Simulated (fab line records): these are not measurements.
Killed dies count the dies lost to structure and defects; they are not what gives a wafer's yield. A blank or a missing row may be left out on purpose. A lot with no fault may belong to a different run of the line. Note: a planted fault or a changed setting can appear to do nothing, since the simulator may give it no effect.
Chamber matching | flow nandHarc | NHARC_P_ZERO_WELL_DESCUM_54 on rieDiel-13 has 4 sister chambers
The step chemistry O2, time 3 s. 22 wafers are shown with their chamber, then 11 later ones without.

WAFERS WITH THEIR CHAMBER
wafer  | chamber | showerheadPlenumPTorr (Torr) | drypumpMotorCurrentA (A) | oesProductAu (a.u.)
L074.1 | 3       | 2.07                         | 5.2                      | 0.992
L074.3 | 2       | 2.02                         | 5.2                      | 0.990
L074.6 | 3       | 2.07                         | 5.2                      | 0.986
L078.2 | 1       | 1.83                         | 5.8                      | 1.009
L078.4 | 0       | 1.94                         | 5.6                      | 0.994
L078.6 | 3       | 2.07                         | 5.2                      | 0.974
L079.3 | 2       | 2.02                         | 5.2                      | 1.003
L079.5 | 1       | 1.83                         | 5.9                      | 1.022
L079.6 | 2       | 2.02                         | 5.2                      | 1.004
L082.2 | 0       | 1.94                         | 5.6                      | 1.024
L082.4 | 1       | 1.83                         | 5.9                      | 1.010
L082.6 | 0       | 1.94                         | 5.6                      | 1.014
L083.1 | 1       | 1.83                         | 5.8                      | 1.010
L083.3 | 3       | 2.06                         | 5.2                      | 0.997
L083.4 | 2       | 2.01                         | 5.2                      | 1.009
L085.1 | 2       | 2.01                         | 5.2                      | 1.005
L085.5 | 1       | 1.83                         | 5.9                      | 1.003
L085.6 | 0       | 1.94                         | 5.6                      | 1.023
L087.1 | 2       | 2.01                         | 5.2                      | 0.990
L087.3 | 1       | 1.82                         | 5.8                      | 1.006
L087.6 | 2       | 2.01                         | 5.2                      | 1.000
L089.3 | 1       | 1.82                         | 5.8                      | 1.016

SIGNATURES (averages over the wafers above)
reading               | chamber 0 | chamber 1 | chamber 2 | chamber 3 | scatter within a chamber
showerheadPlenumPTorr | 1.9400    | 1.8271    | 2.0143    | 2.0675    | 0.00465
drypumpMotorCurrentA  | 5.600     | 5.843     | 5.200     | 5.200     | 0.0309
oesProductAu          | 1.01375   | 1.01086   | 1.00014   | 0.98725   | 0.00897
Rule: a wafer's distance from a chamber is the root of the sum, over the readings, of the square of ((its reading less the chamber's mean) divided by the reading's scatter). If the next closest chamber is less than 2 further off than the closest, the wafer can't be placed; otherwise it belongs to the closest. The scatter: take each reading less its chamber's mean, square it, sum over the shown wafers, divide by the number of wafers less the number of chambers, and take the root.

WAFERS WHOSE CHAMBER IS MISSING
wafer  | showerheadPlenumPTorr (Torr) | drypumpMotorCurrentA (A) | oesProductAu (a.u.)
L089.5 | 2.01                         | 5.2                      | 1.003
L089.6 | 2.06                         | 5.2                      | 1.003
L090.2 | 2.05                         | 5.2                      | 1.013
L090.3 | 2.00                         | 5.2                      | 1.010
L090.4 | 1.93                         | 5.6                      | 0.999
L092.3 | 1.82                         | 5.9                      | 1.009
L092.5 | 1.93                         | 5.6                      | 1.010
L092.6 | 2.05                         | 5.2                      | 0.999
L094.2 | 1.93                         | 5.6                      | 1.007
L094.4 | 2.00                         | 5.2                      | 1.013
L094.6 | 1.93                         | 5.6                      | 1.005

WHICH CHAMBER EACH ONE RAN IN
wafer  | from the rows above | in truth
L089.5 | 2                   | 2
L089.6 | 3                   | 3
L090.2 | 3                   | 3
L090.3 | 2                   | 2
L090.4 | 0                   | 0
L092.3 | 1                   | 1
L092.5 | 0                   | 0
L092.6 | 3                   | 3
L094.2 | 0                   | 0
L094.4 | 2                   | 2
L094.6 | 0                   | 0
Placed correctly: 11 of 11. Not placeable from these rows: 0. 0 placed wrongly.
